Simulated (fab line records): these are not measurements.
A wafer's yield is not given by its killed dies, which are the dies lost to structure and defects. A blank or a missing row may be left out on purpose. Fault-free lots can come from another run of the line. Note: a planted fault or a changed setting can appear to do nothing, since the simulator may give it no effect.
Matching of chambers || flow nand_harc || cmp-04 running NHARC_P_CONTACT_CMP_01: 4 sister chambers
The step polishes SiO2, target thk 200 nm. 4 wafers are shown with their chamber, then 7 later ones without.

## WAFERS WITH THEIR CHAMBER
{"wafer": "L082.3", "chamber": 1, "motor_current_A (A)": 13.1}
{"wafer": "L082.4", "chamber": 3, "motor_current_A (A)": 11.3}
{"wafer": "L086.1", "chamber": 2, "motor_current_A (A)": 12.3}
{"wafer": "L086.2", "chamber": 0, "motor_current_A (A)": 12.3}

## WAFERS WITHOUT THEIR CHAMBER
{"wafer": "L086.3", "motor_current_A (A)": 12.9}
{"wafer": "L091.3", "motor_current_A (A)": 10.9}
{"wafer": "L091.4", "motor_current_A (A)": 12.6}
{"wafer": "L091.5", "motor_current_A (A)": 12.5}
{"wafer": "L095.2", "motor_current_A (A)": 12.9}
{"wafer": "L095.5", "motor_current_A (A)": 10.8}
{"wafer": "L095.6", "motor_current_A (A)": 12.0}

## THE CHAMBER EACH PASSED THROUGH
{"wafer": "L086.3", "from the rows above": "can't be placed: 1 or 0 or 2", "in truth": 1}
{"wafer": "L091.3", "from the rows above": 3, "in truth": 3}
{"wafer": "L091.4", "from the rows above": "can't be placed: 0 or 2 or 1", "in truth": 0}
{"wafer": "L091.5", "from the rows above": "can't be placed: 0 or 2 or 1", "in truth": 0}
{"wafer": "L095.2", "from the rows above": "can't be placed: 1 or 0 or 2", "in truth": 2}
{"wafer": "L095.5", "from the rows above": 3, "in truth": 3}
{"wafer": "L095.6", "from the rows above": "can't be placed: 0 or 2 or 3", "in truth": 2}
Correctly placed: 2 of 7. These rows do not allow placing 5 (true chamber among the candidates in 5). Number placed wrongly: 0.
How it was worked out, from the rows above alone: a wafer's distance from a chamber is the root of the sum, over the readings, of the square of ((its reading less the chamber's mean) divided by the reading's scatter). The wafer belongs to the nearest chamber; if the next one is less than 2 further off, it can't be placed. A chamber's mean is the mean of its shown wafers. The scatter (one wafer shown for each chamber): square how far every hidden wafer sits from the nearest shown wafer, average those squares and take the square root.
